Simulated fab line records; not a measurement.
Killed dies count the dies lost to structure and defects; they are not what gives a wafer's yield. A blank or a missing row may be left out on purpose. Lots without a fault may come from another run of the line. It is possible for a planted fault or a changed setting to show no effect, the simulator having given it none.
Which tool is to blame? || flow n5-finfet || 11 lots with 28 wafers sampled at 2 steps, on a route of 1938 steps

WHAT THE GAUGES READ, wafer by wafer
N5_BEOL_M11_CD_MEAS_35: target cd 70 nm.
{"lot": "L384", "measured": "day 10 10:08", "on": "cd-sem-01", "cd-nm (nm)": "71.4 70.9 69.2"}
{"lot": "L387", "measured": "day 11 00:53", "on": "cd-sem-01", "cd-nm (nm)": "70.3 70.4"}
{"lot": "L390", "measured": "day 12 01:38", "on": "cd-sem-03", "cd-nm (nm)": "70.6 68.2"}
{"lot": "L393", "measured": "day 12 08:02", "on": "cd-sem-01", "cd-nm (nm)": "70.1 70.7"}
{"lot": "L392", "measured": "day 12 16:56", "on": "cd-sem-02", "cd-nm (nm)": "70.0 68.3"}
{"lot": "L396", "measured": "day 14 03:36", "on": "cd-sem-03", "cd-nm (nm)": "70.5 70.9 71.8"}
{"lot": "L397", "measured": "day 14 06:05", "on": "cd-sem-02", "cd-nm (nm)": "70.1 71.2"}
{"lot": "L398", "measured": "day 14 08:59", "on": "cd-sem-02", "cd-nm (nm)": "68.9 70.0 70.4"}
{"lot": "L400", "measured": "day 14 23:42", "on": "cd-sem-03", "cd-nm (nm)": "69.7 69.6 69.0"}
{"lot": "L406", "measured": "day 16 13:53", "on": "cd-sem-02", "cd-nm (nm)": "70.3 70.5 70.1"}
{"lot": "L407", "measured": "day 17 12:42", "on": "cd-sem-02", "cd-nm (nm)": "70.1 69.9 68.8"}

EACH LOT AND THE TOOL THAT RAN IT (in order: tool; ch and the chambers of the sampled wafers; start)
{"lot": "L384", "N5_BEOL_M11_ETCH_65": "rie-diel-03 ch 0,1,2, day 10 09:32"}
{"lot": "L387", "N5_BEOL_M11_ETCH_65": "rie-diel-04 ch 2,3, day 11 00:17"}
{"lot": "L390", "N5_BEOL_M11_ETCH_65": "rie-diel-03 ch 2,3, day 12 00:55"}
{"lot": "L393", "N5_BEOL_M11_ETCH_65": "rie-diel-06 ch 1,3, day 12 07:20"}
{"lot": "L392", "N5_BEOL_M11_ETCH_65": "rie-diel-06 ch 0,2, day 12 16:20"}
{"lot": "L396", "N5_BEOL_M11_ETCH_65": "rie-diel-06 ch 1,3, day 14 02:59"}
{"lot": "L397", "N5_BEOL_M11_ETCH_65": "rie-diel-06 ch 0,3, day 14 05:28"}
{"lot": "L398", "N5_BEOL_M11_ETCH_65": "rie-diel-03 ch 0,1, day 14 08:22"}
{"lot": "L400", "N5_BEOL_M11_ETCH_65": "rie-diel-04 ch 0,1,2, day 14 23:05"}
{"lot": "L406", "N5_BEOL_M11_ETCH_65": "rie-diel-06 ch 1,2,3, day 16 13:17"}
{"lot": "L407", "N5_BEOL_M11_ETCH_65": "rie-diel-06 ch 1,2, day 17 12:05"}
- N5_BEOL_M11_ETCH_65: etches SiARC in CF4, target depth 39 nm, time 65 s.

THE ANSWER, worked out from the rows above alone
Rule: usual is defined by the lots themselves. Put in order of their means at a reading, lots are off if they are a third of the lots or fewer, leave a main group of 4 or more, and stand apart from it by a gap of 3 or more times the standard deviation of the main group's means; of several such gaps the widest counts. Not used: any main group whose means are identical at the precision the tables above print for the reading. Also off: a lot with no number at a reading for which 4 or more lots have one. All remaining lots with rows at the step are treated as sound.
No lot is off on any of the readings shown, so nothing can be concluded from this.

WHAT THE SIMULATOR PUT IN
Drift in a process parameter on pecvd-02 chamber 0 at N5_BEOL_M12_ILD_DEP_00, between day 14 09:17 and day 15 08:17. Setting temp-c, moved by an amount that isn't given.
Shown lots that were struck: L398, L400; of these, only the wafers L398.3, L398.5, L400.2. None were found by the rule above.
